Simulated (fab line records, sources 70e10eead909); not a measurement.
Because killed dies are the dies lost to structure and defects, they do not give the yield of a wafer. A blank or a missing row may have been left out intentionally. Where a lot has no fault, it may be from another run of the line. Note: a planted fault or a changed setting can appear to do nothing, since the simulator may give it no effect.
fab line records	flow nandHarc
record: lots: 6	wafers: 18	lastDay: 32
route steps=1302 shown P_GATE@127
lots that met no fault: from a run of the same line without faults
startH: start of the lot's first displayed wafer, in hours after the record's first day	waitH: hours since the lot's step before	" identical to the entry in the row above	L1.1+2: one row covering several wafers at once	- no value, or no start given	* or withheld: withheld	< > ~ a bound
route shown NAME@n: names a module that has steps shown in the file, with the first one's number in the route	usual: mean/standard deviation of fault-free wafers	same: alike in all rows	chamber/n: place in a boat	sites: per-site readings	_std_site: the standard deviation of these	_edge_site: outer sites' mean less inner sites'	radiusMm: how far each site lies from the wafer's centre	mask NAME#n: copy n	behind: the tool/chamber that last shaped the wafer	hold: reason for holding the lot/hours on hold/outcome of the hold	device: whichever transistor did not switch (one of n, p or np)	end of line: tests run on the same wafers once the route is complete	a step given without rows: its recipe and nothing more	killed: the dies lost at the first sort to structure and to defects; this is not the yield of the wafer	map: shows each die of a wafer: x if killed, . if not, _ if none is there
set.NAME: the run value of the setting; set.NAME@STEP: its run value at that earlier step	model.NAME: the simulator's own value behind a step, which no gauge read
lots seen at some steps along the route; tables by step, rows by wafer
services: when a tool's chamber went out of use (startH, in hours from the record's first day, below 0 if earlier), for how many hours, and the reason
== steps ==
step: NHARC_P_GATE_PRECLEAN_71
recipe: timeS: *	tempC: 50	bathAgeMin: 0	chemistry: SC1
step: NHARC_P_GATE_SRD_72
step: NHARC_P_GATE_OXIDE_16
recipe: targetThkA: 30	tempC: 875	oxTimeS: 392	material: SiO2
step: NHARC_P_GATE_CVD_17
recipe: targetThkA: 1500	tempC: 620	timeS: 900	material: poly-Si
step: NHARC_P_GATE_HM_DEP_102
recipe: targetThkA: 1200	tempC: 400	material: aC
usual: throttleValvePct: 35.001/0.0095
lot.wafer	tool	chamber	startH	waitH	throttleValvePct
L912.1	aclDep-01	0	103.98	3.3	34.997
L912.2	"	0	"	"	35.010
L912.6	"	0	"	"	34.994
L918.1	aclDep-03	0	166.49	2.8	35.008
L918.4	"	0	"	"	35.000
L918.5	"	0	"	"	35.008
L928.1	aclDep-03	0	261.18	0.8	35.014
L928.3	"	0	"	"	34.998
L928.5	"	0	"	"	34.987
L929.2	aclDep-01	0	277.07	1.9	35.011
L929.3	"	0	"	"	34.996
L929.5	"	0	"	"	35.004
L930.3	aclDep-03	0	285.05	0.6	35.004
L930.5	"	0	"	"	34.999
L930.6	"	0	"	"	35.010
L931.3	aclDep-03	0	297.12	0.6	35.002
L931.4	"	0	"	"	34.996
L931.6	"	0	"	"	35.008
step: NHARC_P_GATE_DEP_103
recipe: targetThkA: 300	targetThkNm: 30	tempC: 400	flowSccm: 200	rfW: 350	material: SiON
usual: heaterPowerW: 813/87
lot.wafer	tool	chamber	startH	waitH	heaterPowerW
L912.2	pecvd-01	0	104.64	0.5	791
L912.1	"	2	"	"	981
L912.6	"	2	"	"	963
L918.1	pecvd-04	2	167.15	0.6	756
L918.5	"	2	"	"	743
L918.4	"	0	"	"	867
L928.1	pecvd-04	1	261.85	0.6	818
L928.3	"	0	"	"	863
L928.5	"	0	"	"	905
L929.3	pecvd-01	0	277.63	0.3	673
L929.2	"	1	"	"	720
L929.5	"	0	"	"	675
L930.3	pecvd-02	0	285.55	0.4	740
L930.5	"	1	"	"	833
L930.6	"	0	"	"	721
L931.3	pecvd-04	0	297.63	0.4	946
L931.6	"	1	"	"	786
L931.4	"	0	"	"	949
step: NHARC_P_GATE_DEHYDRATE_18
recipe: tempC: 150	timeS: 120
step: NHARC_P_GATE_HMDS_19
recipe: timeS: 30
step: NHARC_P_GATE_COAT_20
recipe: spinRpm: 1500	resistThkNm: 90
step: NHARC_P_GATE_SOFTBAKE_21
recipe: tempC: 105	timeS: 55
step: NHARC_P_GATE_EBR_22
step: NHARC_P_GATE_EXPOSE_23
recipe: na: 1.35	targetCdNm: 120	doseMj: 93.91	maskId: P_GATE
step: NHARC_P_GATE_PEB_24
recipe: pebTempC: 100	pebTimeS: 65
lot.wafer	tool	chamber	startH	waitH
L912.1+2+6	lithoTrack-06	0	105.24	0.1
L918.1+4+5	lithoTrack-01	0	167.77	0.1
L928.1+3+5	lithoTrack-01	0	262.44	0.1
L929.2+3+5	lithoTrack-01	0	278.11	0.1
L930.3+5+6	lithoTrack-06	0	286.09	0.0
L931.3+4+6	lithoTrack-06	0	298.06	0.0
step: NHARC_P_GATE_DEVELOP_25
recipe: developTimeS: 35	devTempC: 23
step: NHARC_P_GATE_CD_MEAS_26
recipe: targetCdNm: 120	landingEnergyEv: 500
usual: cdNm: 120.1/0.62
same: landingEnergyEv: 500
lot.wafer	tool	chamber	startH	waitH	cdNm
L912.1	cdSem-01	0	105.32	-	120.4
L912.2	"	0	"	"	118.9
L912.6	"	0	"	"	119.9
L918.1	cdSem-01	0	167.85	-	120.3
L918.4	"	0	"	"	120.3
L918.5	"	0	"	"	119.5
L928.1	cdSem-03	0	262.52	-	120.4
L928.3	"	0	"	"	120.3
L928.5	"	0	"	"	117.9
L929.2	cdSem-01	0	278.19	-	119.4
L929.3	"	0	"	"	119.9
L929.5	"	0	"	"	118.0
L930.3	cdSem-03	0	286.18	-	120.0
L930.5	"	0	"	"	120.0
L930.6	"	0	"	"	120.2
L931.3	cdSem-02	0	298.14	-	119.2
L931.4	"	0	"	"	119.7
L931.6	"	0	"	"	120.5
step: NHARC_P_GATE_OVL_MEAS_27
usual: overlayXNm: 0.1/0.7	overlayYNm: 0.2/0.86
lot.wafer	tool	chamber	startH	waitH	overlayXNm	overlayYNm
L912.1	overlay-02	-	105.40	-	0.5	-1.3
L912.2	"	-	"	"	-0.1	-0.5
L912.6	"	-	"	"	-0.1	-0.7
L918.1	overlay-02	-	167.94	-	-0.3	-0.5
L918.4	"	-	"	"	0.5	-0.2
L918.5	"	-	"	"	0.3	0.0
L928.1	overlay-02	-	262.61	-	-0.8	-0.4
L928.3	"	-	"	"	-1.6	-0.3
L928.5	"	-	"	"	-0.8	-0.3
L929.2	overlay-01	-	278.28	-	0.1	0.6
L929.3	"	-	"	"	-0.8	1.1
L929.5	"	-	"	"	-0.4	1.3
L930.3	overlay-02	-	286.26	-	1.0	-1.3
L930.5	"	-	"	"	1.0	-1.4
L930.6	"	-	"	"	0.1	-1.2
L931.3	overlay-01	-	298.22	-	-0.7	0.6
L931.4	"	-	"	"	-1.1	0.6
L931.6	"	-	"	"	-1.0	0.6
step: NHARC_P_GATE_INSPECT_28
usual: rawDefectCount: 6.5/3
lot.wafer	tool	chamber	startH	waitH	rawDefectCount
L912.1	defectInspect-02	-	105.44	0.0	5
L912.2	"	-	"	"	9
L912.6	"	-	"	"	6
L918.1	defectInspect-02	-	167.97	0.0	9
L918.4	"	-	"	"	9
L918.5	"	-	"	"	9
L928.1	defectInspect-02	-	262.64	0.0	5
L928.3	"	-	"	"	7
L928.5	"	-	"	"	4
L929.2	defectInspect-02	-	278.31	0.0	7
L929.3	"	-	"	"	5
L929.5	"	-	"	"	3
L930.3	defectInspect-01	-	286.30	0.0	5
L930.5	"	-	"	"	6
L930.6	"	-	"	"	8
L931.3	defectInspect-01	-	298.26	0.0	9
L931.4	"	-	"	"	9
L931.6	"	-	"	"	7
step: NHARC_P_GATE_DESCUM_31
recipe: timeS: 3	o2FlowSccm: 200	arFlowSccm: 0	biasPowerW: 0	chemistry: O2
usual: drypumpMotorCurrentA: 5.7/0.56	oesProductAu: 0.999/0.012	rfVppV: 57.7/0.9	showerheadPlenumPTorr: 1.91/0.092	throttleValvePct: 11.311/0.0091
lot.wafer	tool	chamber	startH	waitH	drypumpMotorCurrentA	oesProductAu	rfHoursCounterH	rfVppV	showerheadPlenumPTorr	throttleValvePct	model.P_GATE.cdNm
L912.1	rieDiel-02	3	105.50	0.1	4.8	0.977	3.6	58.3	1.80	11.312	121.6
L912.2	"	1	"	"	4.8	0.975	4.1	56.7	1.82	11.319	119.6
L912.6	"	3	"	"	4.8	0.984	-	56.9	1.80	11.305	121.1
L918.4	rieDiel-02	3	168.04	0.1	4.8	0.995	6.4	58.0	1.80	11.294	121.3
L918.1	"	0	"	"	5.9	1.004	6.5	58.6	2.06	11.309	120.4
L918.5	"	2	"	"	5.8	1.008	-	56.7	1.88	11.321	118.7
L928.3	rieDiel-12	2	262.71	0.1	6.2	1.007	10.4	57.9	2.03	11.302	121.4
L928.1	"	3	"	"	5.7	1.016	8.6	58.4	1.91	11.309	120.1
L928.5	"	2	"	"	6.2	1.002	-	58.9	2.03	11.323	118.6
L929.3	rieDiel-02	0	278.38	0.1	5.9	0.983	3.2	57.6	2.06	11.311	120.3
L929.2	"	1	"	"	4.8	0.987	3.1	56.3	1.82	11.325	120.6
L929.5	"	3	"	"	4.8	0.988	-	57.1	1.80	11.308	117.6
L930.3	rieDiel-02	1	286.37	0.1	4.8	0.981	3.8	58.4	1.82	11.313	120.8
L930.6	"	0	"	"	5.8	0.994	-	57.5	2.06	11.300	121.3
L930.5	"	1	"	"	4.8	0.993	-	58.1	1.82	11.313	120.9
L931.3	rieDiel-12	2	298.32	0.1	6.2	1.006	0.2	57.4	2.03	11.322	120.4
L931.4	"	0	"	"	6.7	0.994	0.3	58.4	2.02	11.303	119.9
L931.6	"	3	"	"	5.7	0.994	-	58.8	1.91	11.313	119.9
step: NHARC_P_GATE_ETCH_104
recipe: targetDepthA: 600	timeS: withheld	cf4FlowSccm: 100	chf3FlowSccm: 30	arFlowSccm: 0	rfW: 500	biasW: 200	chemistry: CF4/CHF3
usual: drypumpMotorCurrentA: 5.7/0.56	oesProductAu: 0.950/0.027	rfVppV: 370.4/2.4	showerheadPlenumPTorr: 1.57/0.07	throttleValvePct: 16.803/0.0088
lot.wafer	tool	chamber	startH	waitH	drypumpMotorCurrentA	oesProductAu	rfVppV	showerheadPlenumPTorr	throttleValvePct	model.P_GATE.cdNm
L912.2	rieDiel-02	0	105.59	0.1	5.8	0.916	373.5	1.69	16.810	120.2
L912.1	"	3	"	"	4.8	0.912	368.6	1.49	16.806	122.2
L912.6	"	0	"	"	5.8	0.910	373.4	1.69	16.800	121.6
L918.4	rieDiel-02	2	168.13	0.1	5.8	0.919	368.8	1.55	16.810	121.7
L918.1	"	3	"	"	4.8	0.912	367.7	1.49	16.799	121.1
L918.5	"	1	"	"	4.8	0.906	367.6	1.50	16.797	119.3
L928.1	rieDiel-12	1	262.79	0.1	5.8	0.952	369.4	1.52	16.804	120.7
L928.3	"	2	"	"	6.1	0.957	372.9	1.66	16.794	122
L928.5	"	1	"	"	5.8	0.945	368.7	1.52	16.805	118.9
L929.2	rieDiel-02	3	278.46	0.1	4.8	0.936	368.1	1.48	16.805	121
L929.3	"	0	"	"	5.8	0.911	375.5	1.69	16.804	120.8
L929.5	"	3	"	"	4.8	0.934	367.8	1.48	16.810	118.1
L930.3	rieDiel-02	1	286.44	0.1	4.8	0.948	367.6	1.50	16.817	120.5
L930.6	"	1	"	"	4.8	0.948	367.5	1.50	16.819	121
L930.5	"	2	"	"	5.7	0.976	368.9	1.55	16.791	121.2
L931.4	rieDiel-12	1	298.41	0.1	5.8	0.925	368.6	1.52	16.807	120.5
L931.3	"	2	"	"	6.2	0.935	373.2	1.66	16.797	121.2
L931.6	"	0	"	"	6.6	0.916	372.2	1.65	16.801	120.5
step: NHARC_P_GATE_HM_OPEN_105
recipe: targetDepthA: 3600	o2FlowSccm: 400	cosFlowSccm: 20	arFlowSccm: 0	rfW: 500	biasW: 300	chemistry: O2/COS
usual: drypumpMotorCurrentA: 5.7/0.57	oesProductAu: 0.999/0.013	rfVppV: 467/3.1	showerheadPlenumPTorr: 3.11/0.14	throttleValvePct: 28.330/0.0086
lot.wafer	tool	chamber	startH	waitH	drypumpMotorCurrentA	oesProductAu	rfHoursCounterH	rfVppV	showerheadPlenumPTorr	throttleValvePct
L912.2	rieDiel-02	3	-	-	4.8	0.985	3.6	464	2.95	28.336
L912.1	"	1	"	"	4.8	0.982	4.1	465	2.99	28.323
L912.6	"	0	"	"	5.9	0.995	-	472	3.35	28.313
L918.4	rieDiel-02	1	-	-	4.8	0.988	7.2	463	2.98	28.336
L918.1	"	2	"	"	5.8	1.003	7.0	467	3.07	28.323
L918.5	"	1	"	"	4.8	0.987	-	465	2.98	28.322
L928.1	rieDiel-12	2	-	-	6.2	1.002	10.4	472	3.30	28.324
L928.3	"	3	"	"	5.7	1.022	8.6	467	3.12	28.324
L928.5	"	0	"	"	6.6	1.003	-	470	3.28	28.324
L929.3	rieDiel-02	0	-	-	5.9	0.987	3.2	472	3.35	28.337
L929.2	"	1	"	"	4.8	0.986	3.1	465	2.98	28.349
L929.5	"	2	"	"	5.8	0.996	-	466	3.07	28.319
L930.3	rieDiel-02	3	-	-	4.8	0.997	4.5	464	2.94	28.342
L930.5	"	0	"	"	5.9	0.985	-	472	3.35	28.342
L930.6	"	1	"	"	4.8	0.990	-	464	2.98	28.342
L931.3	rieDiel-12	3	-	-	5.7	1.012	0.3	466	3.12	28.331
L931.4	"	0	"	"	6.6	0.998	0.3	470	3.28	28.326
L931.6	"	0	"	"	6.6	0.997	-	471	3.28	28.346
== services ==
tool	chamber	startH	hours	kind
pecvd-04	-	88.00	13.0	pm
rieDiel-12	-	91.40	9.0	pm
rieDiel-02	0	97.70	-	clean
rieDiel-02	1	97.70	-	clean
rieDiel-02	2	97.70	-	clean
rieDiel-02	3	97.70	-	clean
aclDep-03	-	119.49	13.0	pm
pecvd-02	-	121.38	14.6	repair
rieDiel-02	0	122.20	-	clean
rieDiel-02	1	122.20	-	clean
pecvd-01	-	130.00	13.0	pm
lithoTrack-01	-	155.00	7.0	pm
lithoTrack-06	-	179.00	7.0	pm
aclDep-01	-	190.14	13.0	pm
rieDiel-02	-	216.70	9.0	pm
pecvd-02	-	227.03	13.0	pm
rieDiel-12	3	236.02	4.3	repair
pecvd-02	0	252.26	7.8	repair
pecvd-01	-	259.94	0.6	repair
rieDiel-12	2	266.34	1.9	repair
rieDiel-12	-	268.40	9.0	pm
pecvd-04	-	269.00	13.0	pm
aclDep-01	-	274.11	1.0	repair
pecvd-01	-	278.93	0.3	repair
== key ==
firstSign: step: NHARC_P_GATE_CD_MEAS_26	reading: cdNm	direction: down	sigmas: 3.5	usual: 120.1	struck: 117.9
effect none on later readings
modelEffect: step: NHARC_P_GATE_DESCUM_31	value: P_GATE.cdNm	without: 119.8	struck: 118.1
modelEffect: step: NHARC_P_GATE_ETCH_104	value: P_GATE.cdNm	without: 120.2	struck: 118.5
metAt NHARC_P_GATE_PEB_24
struckWafers L928.5,L929.5
testerLeftOut L928,L929
onsetBetween 167.77 262.44
fault: kind: processParameterDrift	tool: lithoTrack-01	chamber: -	onsetH: 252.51	steps: NHARC_P_GATE_PEB_24	channel: pebTimeS	offset: *	shape: step	endH: 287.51	scope: struckWafersOnly	actsIn: *	stated: *
testerLeftOut: of these lots the tester's yield and bins aren't shown, on N5 and GAA mostly nor the transistor test; their killed dies are dies lost to structure and defects alone, not to doping, threshold or leakage, so they don't give the yield
